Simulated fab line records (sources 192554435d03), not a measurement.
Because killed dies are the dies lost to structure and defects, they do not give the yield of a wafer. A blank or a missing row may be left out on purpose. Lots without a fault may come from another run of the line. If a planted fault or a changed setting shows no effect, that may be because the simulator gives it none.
Chamber matching ; flow n5 finfet ; N5_HKMG_FIN_ALD_36 on ald metal-04 has 4 sister chambers
The step deposits TiN, target thk 1 nm, pulse time 1 s, purge time 3 s. 8 wafers are shown with their chamber, then 8 later ones without.

== WAFERS, EACH WITH ITS CHAMBER ==
wafer;chamber;heater power w (W);precursor pulse height rel
L080.3;1;814;0.994
L080.4;2;932;0.957
L082.1;3;763;1.010
L082.2;1;802;1.033
L083.1;2;905;0.998
L083.4;3;771;1.011
L083.5;0;732;0.991
L084.4;0;771;0.974

== WAFERS WITH NO CHAMBER GIVEN ==
wafer;heater power w (W);precursor pulse height rel
L084.5;747;1.024
L084.6;765;1.064
L085.1;760;1.006
L085.2;820;1.015
L085.6;757;1.006
L093.1;746;1.020
L093.2;913;0.981
L093.4;774;1.012

== THE CHAMBER EACH PASSED THROUGH ==
wafer;from the rows above;in truth
L084.5;can't be placed: 3 or 0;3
L084.6;can't be placed: 3 or 1 or 0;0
L085.1;can't be placed: 3 or 0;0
L085.2;1;1
L085.6;can't be placed: 3 or 0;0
L093.1;can't be placed: 3 or 0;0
L093.2;2;2
L093.4;can't be placed: 3 or 0 or 1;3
2 of 8 placed correctly. Not placeable from these rows: 6 (in 6, the candidates include the true chamber). Number placed wrongly: 0.
How it was worked out, from the rows above alone: a wafer's distance from a chamber is the root of the sum, over the readings, of the square of ((its reading less the chamber's mean) divided by the reading's scatter). The wafer belongs to the nearest chamber; if the next one is less than 2 further off, it can't be placed. For every chamber, the mean is computed from those of its wafers that are shown. The scatter is the square root of a quotient: the sum, over the shown wafers, of each reading's squared deviation from its chamber's mean, divided by wafers minus chambers.
